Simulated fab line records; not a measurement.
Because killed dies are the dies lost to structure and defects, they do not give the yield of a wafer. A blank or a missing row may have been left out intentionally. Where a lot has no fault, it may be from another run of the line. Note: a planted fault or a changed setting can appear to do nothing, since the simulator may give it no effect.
Tool commonality check -- flow nand_harc -- 39 wafers sampled across 13 lots

## REASON IT WAS OPENED
On 1 of the 13 lots, a flag is raised at NHARC_P_ZERO_WELL_CD_MEAS_52 on the reading cd_nm. No-fault wafers: 1999.6 nm, standard deviation 2.5.
Rule: a lot is flagged in two cases, either no wafer of it has a number, or all its wafers with numbers fall more than 4 standard deviations from that mean. As for the other lots, they are considered sound.

lot,measured,on,"cd_nm (nm), wafer by wafer",flag
L180,day 1 23:44,cd_sem-03,2000.2 2001.1 2004.5,
L181,day 2 05:52,cd_sem-01,1997.6 2002.4 2001.1,
L182,day 2 11:54,cd_sem-03,2000.8 2000.5 2003.6,
L184,day 2 23:55,cd_sem-01,1998.3 2001.0 1998.5,
L185,day 3 05:52,cd_sem-03,1445.9 1442.8 1447.4,FLAGGED
L193,day 5 05:38,cd_sem-03,2000.8 2001.2 2005.0,
L194,day 5 11:44,cd_sem-03,1998.0 1995.9 1998.6,
L195,day 5 18:04,cd_sem-03,2005.2 2002.8 1999.4,
L196,day 5 23:48,cd_sem-01,1997.8 1997.2 2002.5,
L198,day 6 11:29,cd_sem-01,1998.6 1997.6 1996.6,
L199,day 6 17:52,cd_sem-02,2000.2 1996.5 1993.3,
L200,day 6 23:37,cd_sem-03,1998.2 1998.4 2000.2,
L202,day 7 11:38,cd_sem-03,1999.0 1998.4 1997.3,
Averaged over the flagged lots the numbers come to 1445.4 nm, -554.2 nm from the usual (-99 or more standard deviations).

## LOT BY LOT: THE TOOL USED
The record holds 1 process step before the reading, out of a route of 1159 steps. In each cell: the tool, then ch and the chambers that the sampled wafers went through, then the start.
lot,flag,NHARC_P_ZERO_WELL_EXPOSE_49
L180,,"krf_scanner-02 ch 0, day 1 23:35"
L181,,"krf_scanner-01 ch 0, day 2 05:43"
L182,,"krf_scanner-02 ch 0, day 2 11:44"
L184,,"krf_scanner-02 ch 0, day 2 23:45"
L185,FLAGGED,"krf_scanner-03 ch 0, day 3 05:42"
L193,,"krf_scanner-02 ch 0, day 5 05:28"
L194,,"krf_scanner-01 ch 0, day 5 11:35"
L195,,"krf_scanner-03 ch 0, day 5 17:55"
L196,,"krf_scanner-01 ch 0, day 5 23:38"
L198,,"krf_scanner-02 ch 0, day 6 11:20"
L199,,"krf_scanner-03 ch 0, day 6 17:43"
L200,,"krf_scanner-03 ch 0, day 6 23:28"
L202,,"krf_scanner-02 ch 0, day 7 11:29"
What is done by these steps:
- NHARC_P_ZERO_WELL_EXPOSE_49: exposes mask P HVPW, target cd 2000 nm.
- NHARC_P_ZERO_WELL_CD_MEAS_52: target cd 2000 nm.

## FLAGGED AGAINST TOTAL, ONE TOOL AT A TIME (gauges that did the reading follow at the end)
step,tool,lots run,flagged,share of the flagged lots,sound lots run after its first flagged lot
NHARC_P_ZERO_WELL_EXPOSE_49,krf_scanner-01,3,0,none,-
NHARC_P_ZERO_WELL_EXPOSE_49,krf_scanner-02,6,0,none,-
NHARC_P_ZERO_WELL_EXPOSE_49,krf_scanner-03,4,1,all,"3 (L195,L199,L200)"
NHARC_P_ZERO_WELL_CD_MEAS_52,cd_sem-01,4,0,none,-
NHARC_P_ZERO_WELL_CD_MEAS_52,cd_sem-02,1,0,none,-
NHARC_P_ZERO_WELL_CD_MEAS_52,cd_sem-03,8,1,all,"5 (L193,L194,L195,L200,L202)"

## WHAT IS ALLOWED BY THE TABLE
krf_scanner-03 at NHARC_P_ZERO_WELL_EXPOSE_49 and cd_sem-03 at NHARC_P_ZERO_WELL_CD_MEAS_52 are the 2 rows of the table that ran each flagged lot.
- krf_scanner-03 at NHARC_P_ZERO_WELL_EXPOSE_49 ran 4 lots, 1 of them flagged. After the first flagged lot (L195, L199, L200), sound lots still ran on it; a lasting fault on the whole tool would not permit that.
- cd_sem-03 at NHARC_P_ZERO_WELL_CD_MEAS_52 ran 8 lots, 1 of them flagged. After the first flagged lot (L193, L194, L195, L200, L202), sound lots still ran on it; a lasting fault on the whole tool would not permit that.
None of the table's rows ran every flagged lot and, after the first, no sound lot.

## WHAT THE SIMULATOR HAD INSERTED
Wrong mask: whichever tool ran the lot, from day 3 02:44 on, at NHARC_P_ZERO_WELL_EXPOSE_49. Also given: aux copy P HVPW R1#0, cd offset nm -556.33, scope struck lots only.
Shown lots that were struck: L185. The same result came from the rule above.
